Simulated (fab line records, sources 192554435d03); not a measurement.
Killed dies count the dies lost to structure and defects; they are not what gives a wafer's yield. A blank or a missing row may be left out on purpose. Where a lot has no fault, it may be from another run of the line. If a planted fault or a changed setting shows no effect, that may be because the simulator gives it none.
Comparing a struck lot with a sound one || flow n5_finfet || 39 steps out of a route of 1938
Sound: wafers L684.3, L684.4, L684.5. Struck: wafer L673.4; the same lot's L673.5 was not struck, so it is left out; see the end for the cause.
Per side, at each step with rows, come the tool, then ch with its chambers, and then its first start. Under that, the readings that differ: sound wafers || struck wafers || difference of the means || sigmas: that difference in standard deviations of wafers without a fault.
alike: words and numbers the same on both sides, and readings whose means are apart by under 2 such deviations; not compared: readings that were withheld, readings missing a value for some wafer, numbers with overlapping values and no deviation given by the record, and bounds like >300 which may hide the same value.
The two part at a step that has a row with sigmas, a row that says differs or no value, or rows on one side only. When numbers do not overlap yet have no deviation, they are printed without sigmas and do not part them. A reading that every wafer of one side lacks parts them only if that side has two wafers or more.

first, 11 steps without rows for these wafers: N5_BEOL_M0_SAQP_DESCUM_19 (chemistry O2, time 7.9 s); N5_BEOL_M0_SAQP_ETCH_83 (etches SiARC in CF4, target depth 39 nm, time 65 s); N5_BEOL_M0_SAQP_ETCH_84 (etches SOC in N2/H2, target depth 100 nm, overetch 20 nm, time 150 s); N5_BEOL_M0_SAQP_STRIP_80 (strips in N2/H2); N5_BEOL_M0_SAQP_HM_OPEN_112 (chemistry CHF3/O2, target SiO2, stops on a-Si, target depth 12 nm, time 13.5 s); N5_BEOL_M0_SAQP_STRIP_113 (strips in CHF3/O2); N5_BEOL_M0_SAQP_MANDREL_ETCH_20 (etches a-Si in HBr/Cl2, stops on SiNx, target depth 60 nm, bt time 10 s, time 30 s); N5_BEOL_M0_SAQP_STRIP_86 (strips in N2/H2); N5_BEOL_M0_SAQP_STRIP_115 (strips in post etch residue remover, time 60 s); N5_BEOL_M0_SAQP_SRD_93 (time 30 s); N5_BEOL_M0_SAQP_RECESS_114 (chemistry HF/NH3, target SiO2, target depth 14.4 nm, afs cycles 3, sublimation time 60 s).
N5_BEOL_M0_SAQP_SPACER1_ALD_98: deposits SiO2, target thk 12.8 nm, pulse time 1 s, purge time 2 s.
  sound on ald_sin-04 ch 0,1,3, day 10 12:30; struck on ald_sin-03 ch 0, day 7 11:35
{"reading": "ald_cycles", "sound": "138 138 138", "struck": 60, "difference": -78, "sigmas": ""}
{"reading": "model.SiO2_of_BEOL_M0_SAQP_SPACER1_ALD_98.thk_nm (nm)", "sound": "12.8 12.8 12.8", "struck": 5.6, "difference": -7.2, "sigmas": ""}
  alike: heater_power_w, precursor_pulse_height_rel
then, 1 step without rows for these wafers: N5_BEOL_M0_SAQP_SPACER1_ETCHBACK_99 (etches SiO2 in CHF3/O2, target depth 15.4 nm, time 7.7 s).
N5_BEOL_M0_SAQP_MANDREL1_REMOVE_100: chemistry HBr/Cl2/O2, target a-Si, stops on SiNx, bt time 10 s.
  sound on rie_si-02 ch 0,2,3, day 10 13:05; struck on rie_si-02 ch 1, day 7 12:09
{"reading": "oes_product_au (a.u.)", "sound": "0.971 0.999 1.006", "struck": 1.031, "difference": "+0.039", "sigmas": "+2"}
{"reading": "model.BEOL_M0_SAQP.cd_nm (nm)", "sound": "12.6 12.8 12.8", "struck": 5.6, "difference": -7.1, "sigmas": ""}
{"reading": "model.SiO2_of_BEOL_M0_SAQP_SPACER1_ALD_98.thk_nm (nm)", "sound": "7.4 7.4 7.4", "struck": 2.6, "difference": -4.8, "sigmas": ""}
  alike: drypump_motor_current_A, he_backside_leak_sccm, throttle_valve_pct
  not compared: rf_hours_counter_h
N5_BEOL_M0_SAQP_CD_MEAS_25: target cd 13.1 nm.
  sound on cd_sem-01 ch 0, day 10 13:12; struck on cd_sem-03 ch 0, day 7 12:16
{"reading": "cd_nm (nm)", "sound": "12.62 12.82 12.79", "struck": 5.41, "difference": -7.33, "sigmas": -32}
then, 22 steps without rows for these wafers: N5_BEOL_M0_SAQP_ETCH_101 (etches SiNx in CH3F/O2, target depth 29.9 nm, time 42.7 s); N5_BEOL_M0_SAQP_ETCH_102 (etches SiO2 in CF4, target depth 4 nm, time 4.4 s); N5_BEOL_M0_SAQP_MANDREL_ETCH_103 (etches a-Si in HBr/Cl2, stops on SiCN, target depth 45 nm, bt time 10 s, time 27 s); N5_BEOL_M0_SAQP_RECESS_104 (chemistry HF/NH3, target SiO2, target depth 18 nm, afs cycles 3, sublimation time 60 s); N5_BEOL_M0_SAQP_COAT_105 (time 60 s, resist thk 100 nm); N5_BEOL_M0_SAQP_ETCH_106 (etches SOC in N2/H2, stops on SiNx, target depth 150 nm); N5_BEOL_M0_SAQP_ETCH_107 (etches SiNx in CH3F/O2, target depth 30 nm); N5_BEOL_M0_SAQP_STRIP_108 (strips in N2/H2); N5_BEOL_M0_SAQP_RECESS_109 (chemistry HF/NH3, target SiO2, target depth 3 nm, afs cycles 1, sublimation time 60 s); N5_BEOL_M0_SAQP_SPACER2_ALD_26 (deposits SiO2, target thk 15 nm, pulse time 1 s, purge time 2 s); N5_BEOL_M0_SAQP_SPACER2_ETCHBACK_27 (etches SiO2 in CHF3/O2, target depth 22.5 nm, time 11.25 s); N5_BEOL_M0_SAQP_MANDREL2_REMOVE_110 (chemistry HBr/Cl2/O2, target a-Si, stops on SiCN, bt time 10 s); N5_BEOL_M0_SAQP_COAT_69 (time 60 s, resist thk 90 nm); N5_BEOL_M0_SAQP_COAT_72 (time 60 s, resist thk 15 nm); N5_BEOL_M0_SAQP_COAT_87 (time 60 s, resist thk 5 nm); N5_BEOL_M0_SAQP_COAT_34 (resist thk 30 nm); N5_BEOL_M0_SAQP_EBR_36; N5_BEOL_M0_SAQP_SOFTBAKE_35 (time 60 s); N5_BEOL_M0_SAQP_EXPOSE_37 (exposes mask M0 CUT1, target cd 30 nm); N5_BEOL_M0_SAQP_PEB_38 (peb time 60 s); N5_BEOL_M0_SAQP_DEVELOP_39 (develop time 30 s); N5_BEOL_M0_SAQP_DESCUM_45 (chemistry O2, time 7 s).
N5_BEOL_M4_RC_MEAS_101:
  the record has rows for the sound wafers here (prober-02 ch 0, day 12 23:04) and none for the struck ones
-- the record jumps here: 6 days lie between the struck wafers' starts before and after (it left off in module BEOL_M4 and takes up again in module PASSIVATION, whose first step shown is number 1936 of the route) --
N5_PASSIVATION_PROBE_49:
  sound: prober-01 at day 17 06:07; struck: prober-02 at day 13 20:50
{"reading": "defect_limited_yield (%)", "sound": "91.4 89.3 89.8", "struck": 0, "difference": -90, "sigmas": -56}
{"reading": "killed_at_M0_to_M3", "sound": "49 41 44", "struck": 1127, "difference": "+1082", "sigmas": "+98"}
{"reading": "killed_dies", "sound": "102 126 120", "struck": 1180, "difference": "+1064", "sigmas": "+56"}
{"reading": "killed_on_rim", "sound": "9 10 15", "struck": 152, "difference": "+141", "sigmas": "+34"}
{"reading": "sort_bin_5_function (%)", "sound": "5.3 6.4 5.4", "struck": 97.4, "difference": "+91.7", "sigmas": "+92"}
{"reading": "sort_n_pass", "sound": "1078 1054 1060", "struck": 0, "difference": -1064, "sigmas": -56}
{"reading": "sort_yield_pct (%)", "sound": "91.4 89.3 89.8", "struck": 0, "difference": -90, "sigmas": -56}
  alike: killed_at_M4_up, killed_at_contacts, killed_at_front_end, killed_at_other, killed_open, killed_short, sort_bin_6_memory

WHERE THEY PART
Last at N5_PASSIVATION_PROBE_49 as far as this record goes, first at N5_BEOL_M0_SAQP_MANDREL1_REMOVE_100.

WHY: whatever the simulator had introduced
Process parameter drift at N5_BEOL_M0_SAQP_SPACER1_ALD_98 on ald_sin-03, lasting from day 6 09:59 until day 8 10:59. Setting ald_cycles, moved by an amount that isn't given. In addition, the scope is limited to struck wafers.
